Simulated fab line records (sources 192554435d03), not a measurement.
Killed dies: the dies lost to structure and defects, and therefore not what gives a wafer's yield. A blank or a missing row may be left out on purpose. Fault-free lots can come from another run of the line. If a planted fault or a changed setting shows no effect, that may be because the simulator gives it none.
Split-lot study + flow n5 finfet + on a route of 1938 steps: 7 lots, 39 wafers read

== ABOUT THE SPLIT ==
At N5_GATE_CUT_EXPOSE_10 (exposes mask GATE CUT, target cd 20 nm), the setting dose mj was moved away from the recipe's 43.25 on 18 of the 39 wafers read, by -4.3% to +6.1%. The other wafers ran this setting at the recipe's value.

== FROM THE SPLIT TO THE READING: what the file shows between them, 2 steps ==
- N5_GATE_CUT_PEB_11: peb time 60 s
- N5_GATE_CUT_DEVELOP_12: develop time 30 s

== THE READING ==
At N5_GATE_CUT_CD_MEAS_13: cd nm in nanometres, against a target cd of 20 nm. A value of 20.05 nm with a standard deviation of 0.27 nm is what fault-free wafers of this fab line usually give.

| wafer  | tool, chamber at the split | dose mj as run | against the recipe | cd nm, nm | against lot-mates on the recipe |
|--------|----------------------------|----------------|--------------------|-----------|---------------------------------|
| L078.3 | euv scanner-02, 0          | 43.25          | recipe             | 19.89     | -                               |
| L078.4 | euv scanner-02, 0          | 43.25          | recipe             | 20.24     | -                               |
| L078.6 | euv scanner-02, 0          | 43.25          | recipe             | 19.88     | -                               |
| L081.1 | euv scanner-02, 0          | 41.4           | -4.3%              | 19.02     | -0.95                           |
| L081.2 | euv scanner-02, 0          | 43.25          | recipe             | 19.84     | -                               |
| L081.3 | euv scanner-02, 0          | 43.25          | recipe             | 20.07     | -                               |
| L081.4 | euv scanner-02, 0          | 41.4           | -4.3%              | 19.51     | -0.46                           |
| L081.5 | euv scanner-02, 0          | 41.4           | -4.3%              | 18.53     | -1.44                           |
| L081.6 | euv scanner-02, 0          | 43.25          | recipe             | 19.99     | -                               |
| L082.1 | euv scanner-01, 0          | 45.88          | +6.1%              | 21.16     | +1.11                           |
| L082.2 | euv scanner-01, 0          | 43.25          | recipe             | 20.00     | -                               |
| L082.3 | euv scanner-01, 0          | 43.25          | recipe             | 20.26     | -                               |
| L082.4 | euv scanner-01, 0          | 45.88          | +6.1%              | 21.64     | +1.59                           |
| L082.5 | euv scanner-01, 0          | 45.88          | +6.1%              | 21.52     | +1.47                           |
| L082.6 | euv scanner-01, 0          | 43.25          | recipe             | 19.89     | -                               |
| L083.1 | euv scanner-01, 0          | 41.78          | -3.4%              | 19.39     | -0.41                           |
| L083.2 | euv scanner-01, 0          | 43.25          | recipe             | 19.73     | -                               |
| L083.3 | euv scanner-01, 0          | 43.25          | recipe             | 19.85     | -                               |
| L083.4 | euv scanner-01, 0          | 43.25          | recipe             | 19.82     | -                               |
| L083.5 | euv scanner-01, 0          | 41.78          | -3.4%              | 19.41     | -0.39                           |
| L083.6 | euv scanner-01, 0          | 41.78          | -3.4%              | 19.39     | -0.41                           |
| L089.1 | euv scanner-01, 0          | 44.98          | +4.0%              | 20.91     | +1.04                           |
| L089.2 | euv scanner-01, 0          | 43.25          | recipe             | 19.71     | -                               |
| L089.3 | euv scanner-01, 0          | 43.25          | recipe             | 19.68     | -                               |
| L089.4 | euv scanner-01, 0          | 43.25          | recipe             | 20.23     | -                               |
| L089.5 | euv scanner-01, 0          | 44.98          | +4.0%              | 21.10     | +1.23                           |
| L089.6 | euv scanner-01, 0          | 44.98          | +4.0%              | 20.84     | +0.97                           |
| L094.1 | euv scanner-01, 0          | 43.25          | recipe             | 19.90     | -                               |
| L094.2 | euv scanner-01, 0          | 43.25          | recipe             | 20.17     | -                               |
| L094.3 | euv scanner-01, 0          | 45.6           | +5.4%              | 20.52     | +0.49                           |
| L094.4 | euv scanner-01, 0          | 45.6           | +5.4%              | 20.93     | +0.90                           |
| L094.5 | euv scanner-01, 0          | 43.25          | recipe             | 20.02     | -                               |
| L094.6 | euv scanner-01, 0          | 45.6           | +5.4%              | 21.10     | +1.07                           |
| L096.1 | euv scanner-01, 0          | 43.25          | recipe             | 20.24     | -                               |
| L096.2 | euv scanner-01, 0          | 43.25          | recipe             | 20.35     | -                               |
| L096.3 | euv scanner-01, 0          | 43.25          | recipe             | 20.26     | -                               |
| L096.4 | euv scanner-01, 0          | 44.82          | +3.6%              | 20.83     | +0.55                           |
| L096.5 | euv scanner-01, 0          | 44.82          | +3.6%              | 21.32     | +1.04                           |
| L096.6 | euv scanner-01, 0          | 44.82          | +3.6%              | 20.76     | +0.48                           |

THE FIT
A straight line over all 39 wafers: cd nm changes by +0.213 nm for each +1% of dose mj; r = +0.93; the points scatter about the line by 0.25 nm.
The same after taking each lot's own level away (the mean of its wafers on the recipe; 39 wafers): +0.198 nm for each +1%; r = +0.93; scatter 0.24 nm.
Per that fit: largest dose mj move, reading shift of 1.2 nm.
Measured against the standard deviation above, the lots' own levels, which go from 19.800 to 20.283 nm, span 1.8 times it.
Hence the lot-to-lot level has little effect on the slope; both slopes agree.
Check: for one of the wafers moved furthest among these (+6.1%), held out of the fit, the line's prediction against its lot-mates is +1.24 nm. Against them it came out at +1.11 nm.

== THE WHOLE CHAIN: every reading that the file lists as answering this split, in the file's order ==
| step                   | what it does                                                       | reading                                                         | change (the file's fit)               | r (the file's) |
|------------------------|--------------------------------------------------------------------|-----------------------------------------------------------------|---------------------------------------|----------------|
| N5_GATE_CUT_CD_MEAS_13 | target cd 20 nm                                                    | cd nm                                                           | +0.2 nm for each +1% of the setting   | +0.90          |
| N5_GATE_CUT_DESCUM_18  | chemistry O2, time 7 s                                             | GATE_CUT.cd nm (the simulator's own value, which no gauge read) | +0.209 nm for each +1% of the setting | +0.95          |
| N5_GATE_CUT_ETCH_37    | etches SOC in N2/H2, target depth 60 nm, overetch 12 nm, time 90 s | GATE_CUT.cd nm (the simulator's own value, which no gauge read) | +0.216 nm for each +1% of the setting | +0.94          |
| N5_GATE_CUT_ETCH_47    | etches SiO2 in Cl2/BCl3, target depth 10 nm                        | GATE_CUT.cd nm (the simulator's own value, which no gauge read) | +0.239 nm for each +1% of the setting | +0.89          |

== THE FILE'S OWN FIT ==
cd nm changes by +0.2 nm for each +1% of dose mj, r = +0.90.
